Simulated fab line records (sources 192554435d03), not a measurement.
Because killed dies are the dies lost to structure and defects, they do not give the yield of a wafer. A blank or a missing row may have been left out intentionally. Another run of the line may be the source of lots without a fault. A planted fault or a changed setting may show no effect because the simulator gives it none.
Chamber matching	flow n5Finfet	N5_BEOL_M9_DEP_56 on pecvd-03: 3 sister chambers
The step deposits SiCN from 3MS/NH3, target thk 15 nm, time 26.5 s. 16 wafers are shown with their chamber, then 8 later ones without.

## EACH WAFER AND ITS CHAMBER
wafer	chamber	showerheadPlenumPTorr (Torr)	throttleValvePct (%)	rfFwdPowerW (W)
L076.2	1	3.680	9.8	199.4
L076.5	0	3.677	9.1	199.4
L076.6	1	3.676	9.5	199.5
L078.2	0	3.690	8.7	199.1
L078.4	0	3.685	8.7	199.4
L078.6	1	3.682	9.4	200.5
L086.2	0	3.677	8.5	199.2
L086.3	2	3.647	9.0	197.3
L086.4	2	3.642	9.4	199.1
L085.1	0	3.675	8.7	199.5
L085.4	2	3.647	9.3	198.4
L085.5	1	3.669	9.8	199.9
L090.4	0	3.688	8.6	198.1
L090.5	0	3.688	8.9	198.5
L090.6	2	3.642	9.1	197.5
L091.1	1	3.673	9.4	199.5

SIGNATURES (means of the wafers above)
reading	chamber 0	chamber 1	chamber 2	scatter within a chamber
showerheadPlenumPTorr	3.68286	3.67600	3.64450	0.00536
throttleValvePct	8.743	9.580	9.200	0.197
rfFwdPowerW	199.029	199.760	198.075	0.594
Rule: for a wafer and a chamber, the distance is found by dividing, reading by reading, the gap between the wafer's reading and the chamber's mean by the reading's scatter, squaring, summing and taking the root. If the next closest chamber is less than 2 further off than the closest, the wafer can't be placed; otherwise it belongs to the closest. The scatter is the square root of a quotient: the sum, over the shown wafers, of each reading's squared deviation from its chamber's mean, divided by wafers minus chambers.

## WAFERS MISSING THEIR CHAMBER
wafer	showerheadPlenumPTorr (Torr)	throttleValvePct (%)	rfFwdPowerW (W)
L091.4	3.686	8.7	198.6
L091.5	3.640	9.1	197.7
L092.1	3.681	9.0	198.9
L092.2	3.677	9.6	199.4
L092.4	3.684	8.7	199.4
L094.4	3.675	8.5	198.6
L094.5	3.673	9.9	200.0
L094.6	3.644	9.4	198.3

## EACH ONE'S CHAMBER
wafer	from the rows above	in truth
L091.4	0	0
L091.5	2	2
L092.1	0	0
L092.2	1	1
L092.4	0	0
L094.4	0	0
L094.5	1	1
L094.6	2	2
Correct placement for 8 of the 8. From these rows, 0 cannot be placed. Wrongly placed: 0.
